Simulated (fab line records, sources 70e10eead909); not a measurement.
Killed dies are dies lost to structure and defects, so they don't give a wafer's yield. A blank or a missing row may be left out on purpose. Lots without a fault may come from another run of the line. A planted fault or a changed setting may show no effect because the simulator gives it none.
A struck lot beside a sound one | flow nand_harc | 39 steps out of a route of 1159
Sound: wafers L459.3, L459.5, L459.6. Struck: wafers L466.1, L466.5. (L466.6 of the same lot was not struck and is left out.) The cause comes at the end.
At each step with rows: each side's tool, then ch and its chambers, then its first start. Under that, the readings that differ: sound wafers | struck wafers | difference of the means | sigmas: that difference in standard deviations of wafers without a fault.
alike: readings whose means differ by less than 2 such deviations, and words and numbers that are the same on both sides. not compared: withheld readings, readings that some wafer has no value for, bounds like >300 that may hide the same value, and numbers for which the record gives no deviation and whose values overlap.
The two part at a step that has a row with sigmas, a row that says differs or no value, or rows on one side only. Numbers that don't overlap but have no deviation are shown without sigmas and don't part them. A reading that every wafer of one side lacks parts them only if that side has two wafers or more.

first, 11 steps without rows for these wafers: NHARC_A_CONTACT_ETCH_122 (etches the open film in C4F8/O2/Ar, time 95 s, target depth 930 nm); NHARC_A_CONTACT_ETCH_123 (etches the open film in C4F8/O2/Ar, time 253 s, target depth 1090 nm); NHARC_A_CONTACT_ETCH_90 (etches the open film in CH3F/O2, target depth 40 nm, time 85.7 s); NHARC_A_CONTACT_ETCH_96 (etches the open film in C4F6/O2, target depth 20 nm, time 10 s); NHARC_A_CONTACT_STRIP_99 (strips in N2/H2); NHARC_A_CONTACT_STRIP_100 (strips in CF4/CHF3); NHARC_A_CONTACT_STRIP_101 (strips in O2/COS); NHARC_A_CONTACT_ETCH_102 (etches the open film in CF4/O2, target depth 70 nm, overetch 7 nm, time 38.5 s); NHARC_A_CONTACT_STRIP_55 (strips in O2); NHARC_A_CONTACT_STRIP_56 (strips in post etch residue remover, time 600 s); NHARC_A_CONTACT_DEP_57 (deposits aC, target thk 2800 nm).
NHARC_A_CONTACT_DEP_58: deposits SiON, target thk 60 nm.
  sound on pecvd-03 ch 0,1,2, day 19 15:43; struck on pecvd-04 ch 2, day 21 01:28
  alike: heater_power_w, susceptor_temp_C
  not compared: since_wet_clean_h
then, 26 steps without rows for these wafers: NHARC_A_CONTACT_DEHYDRATE_59 (time 120 s); NHARC_A_CONTACT_HMDS_60 (time 30 s); NHARC_A_CONTACT_COAT_61 (time 75 s); NHARC_A_CONTACT_COAT_62 (time 65 s); NHARC_A_CONTACT_COAT_63 (resist thk 90 nm); NHARC_A_CONTACT_SOFTBAKE_64 (time 55 s); NHARC_A_CONTACT_EBR_65; NHARC_A_CONTACT_EXPOSE_66 (exposes mask A CC 2); NHARC_A_CONTACT_PEB_67 (peb time 65 s); NHARC_A_CONTACT_DEVELOP_68 (develop time 35 s); NHARC_A_CONTACT_DESCUM_74 (chemistry O2, time 3 s); NHARC_A_CONTACT_ETCH_75 (etches the open film in CF4, target depth 39 nm, time 65 s); NHARC_A_CONTACT_ETCH_76 (etches the open film in N2/H2, target depth 260 nm, time 475.3 s); NHARC_A_CONTACT_ETCH_77 (etches the open film in CF4/CHF3, target depth 72.6 nm, time 36.3 s); NHARC_A_CONTACT_ETCH_78 (etches the open film in O2/COS, target depth 2800 nm, time 728 s); NHARC_A_CONTACT_ETCH_124 (etches the open film in C4F8/O2/Ar, time 140 s, target depth 700 nm); NHARC_A_CONTACT_ETCH_125 (etches the open film in C4F8/O2/Ar, time 155 s, target depth 956 nm); NHARC_A_CONTACT_ETCH_126 (etches the open film in C4F8/O2/Ar, time 155 s, target depth 956 nm); NHARC_A_CONTACT_ETCH_127 (etches the open film in C4F8/O2/Ar, time 155 s, target depth 956 nm); NHARC_A_CONTACT_ETCH_128 (etches the open film in C4F8/O2/Ar, time 155 s, target depth 956 nm); NHARC_A_CONTACT_ETCH_129 (etches the open film in C4F8/O2/Ar, time 155 s, target depth 956 nm); NHARC_A_CONTACT_ETCH_130 (etches the open film in C4F8/O2/Ar, time 155 s, target depth 956 nm); NHARC_A_CONTACT_ETCH_131 (etches the open film in C4F8/O2/Ar, time 155 s, target depth 956 nm); NHARC_A_CONTACT_ETCH_132 (etches the open film in C4F8/O2/Ar, time 156 s, target depth 958 nm); NHARC_A_CONTACT_ETCH_133 (etches the open film in C4F8/O2/Ar, time 195 s, target depth 840 nm); NHARC_A_CONTACT_ETCH_91 (etches the open film in CH3F/O2, target depth 40 nm, time 85.7 s).
-- the record jumps here: 3 days lie between the struck wafers' starts before and after (it left off in module A_CONTACT and takes up again in module END, whose first step shown is number 1159 of the route) --
NHARC_END_SORT_01:
  sound on prober-02 ch 0, day 22 04:05; struck on prober-02 ch 0, day 24 05:24
  reading         | sound    | struck  | difference | sigmas
  killed_at_array | 33 25 35 | 671 675 | +642       | +58
  killed_dies     | 34 30 37 | 677 677 | +643       | +58
  alike: killed_at_other, killed_at_periphery, killed_open, killed_short

WHERE THEY PART
Only at NHARC_END_SORT_01, within this record.

WHY: what the simulator had put in
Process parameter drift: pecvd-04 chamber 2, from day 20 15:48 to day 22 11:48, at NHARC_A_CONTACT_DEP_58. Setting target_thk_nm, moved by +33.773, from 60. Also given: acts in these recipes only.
